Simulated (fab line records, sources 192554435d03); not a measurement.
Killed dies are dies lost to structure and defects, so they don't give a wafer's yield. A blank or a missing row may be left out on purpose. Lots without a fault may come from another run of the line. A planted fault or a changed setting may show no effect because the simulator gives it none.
Which tool did it? | flow n5_finfet | 9 lots, 25 wafers sampled, at 1 step of a route of 1938

WHAT THE GAUGES READ, wafer by wafer
N5_BEOL_M4_RC_MEAS_101. Usual: DIBL_N 36.1 mV/V, standard deviation 2; DIBL_P 36.3 mV/V, standard deviation 2.4; IOFF_N 0.15 nA/um, standard deviation 0.035; IOFF_P 0.21 nA/um, standard deviation 0.039; ION_N 672 uA/um, standard deviation 15; ION_P 463 uA/um, standard deviation 9.7; SS_N 71.5 mV/dec, standard deviation 0.7; SS_P 73.2 mV/dec, standard deviation 0.75; VT_N 251 mV, standard deviation 3.6; VT_P -250 mV, standard deviation 3.8.
lot  | measured     | on        | DIBL_N (mV/V)  | DIBL_P (mV/V)  | IOFF_N (nA/um) | IOFF_P (nA/um) | ION_N (uA/um) | ION_P (uA/um) | SS_N (mV/dec)  | SS_P (mV/dec)  | VT_N (mV)   | VT_P (mV)      | flag
L627 | day 9 00:01  | prober-02 | 35.3 31.4 32.5 | 37.2 32.2 32.9 | 0.12 0.08 0.08 | 0.16 0.11 0.11 | 675 637 631   | 453 439 434   | 71.4 69.7 70.5 | 73.3 71.6 72.3 | 253 260 261 | -258 -262 -262 |
L630 | day 9 14:43  | prober-02 | 39.7 37.9 37.7 | 39.7 38.4 38.9 | 0.20 0.16 0.17 | 0.22 0.20 0.20 | 671 676 669   | 456 462 453   | 72.8 72.7 72.5 | 74.2 73.3 73.7 | 247 250 249 | -252 -257 -253 |
L632 | day 9 22:32  | prober-02 | 34.1 35.3 35.2 | 33.7 35.3 34.5 | 0.12 0.12 0.12 | 0.15 0.18 0.16 | 684 657 653   | 466 461 458   | 70.5 71.7 71.4 | 72.0 73.2 73.0 | 253 255 254 | -255 -255 -257 |
L640 | day 12 12:00 | prober-02 | 33.3 38.0 34.9 | 33.1 38.7 33.5 | 0.13 0.20 0.13 | 0.18 0.27 0.17 | 667 680 664   | 452 462 451   | 70.4 72.8 72.6 | 72.3 73.7 73.3 | 250 247 253 | -254 -248 -250 |
L641 | day 12 15:20 | prober-02 | 37.7 36.5 33.0 | 37.9 36.8 32.1 | 0.17 0.17 0.10 | 0.25 0.25 0.16 | 685 682 655   | 477 478 458   | 72.1 71.6 70.3 | 73.7 73.6 71.6 | 249 249 259 | -248 -247 -254 |
L642 | day 12 20:33 | prober-02 | 40.0 42.3      | 41.2 42.9      | 0.21 0.26      | 0.27 0.31      | 683 692       | 461 468       | 72.2 73.1      | 74.7 75.0      | 249 243     | -249 -245      |
L643 | day 12 20:45 | prober-01 | 36.2 37.4      | 37.2 38.7      | 0.15 0.18      | 0.19 0.21      | 660 691       | 455 469       | 71.9 71.7      | 73.4 73.3      | 251 248     | -253 -250      |
L647 | day 13 18:54 | prober-02 | 37.6 35.1 38.3 | 36.7 33.4 38.3 | 0.17 0.13 0.19 | 0.24 0.19 0.27 | 673 661 701   | 467 461 481   | 71.1 70.7 71.2 | 74.5 72.1 73.5 | 249 252 247 | -247 -249 -243 |
L646 | day 13 23:06 | prober-01 | 36.3 39.6 36.0 | 35.1 39.1 34.1 | 0.13 0.19 0.12 | 0.21 0.27 0.19 | 647 680 656   | 451 464 458   | 71.1 72.3 71.3 | 72.2 73.1 72.6 | 254 246 256 | -247 -248 -253 |

WHICH TOOL RAN EACH LOT (tool, then ch and the chambers of the sampled wafers, then the start)
The record holds no process step before these readings.

WHAT THE TOOLS THEMSELVES READ (means of the sampled wafers that have a number; where no wafer has one, the mark that the record gives instead)
The record holds no such reading with a usual standard deviation.

THE ANSWER, worked out from the rows above alone
Rule: a lot is off if the mean of its wafers that have a number lies more than 3 standard deviations from the usual mean. A lot without any number at a reading at which 4 lots or more have one is off too. The other lots that the step has rows for count as sound. The gauges are gone through in route order, then the tools' own readings, and for those a lot's mean is taken as printed above. The first step at which some lot is off is used, and at that step the reading that is off furthest; a lot without a number counts as furthest.
No lot is off at any reading shown: from this, nothing can be told.

WHAT THE SIMULATOR HAD PUT IN
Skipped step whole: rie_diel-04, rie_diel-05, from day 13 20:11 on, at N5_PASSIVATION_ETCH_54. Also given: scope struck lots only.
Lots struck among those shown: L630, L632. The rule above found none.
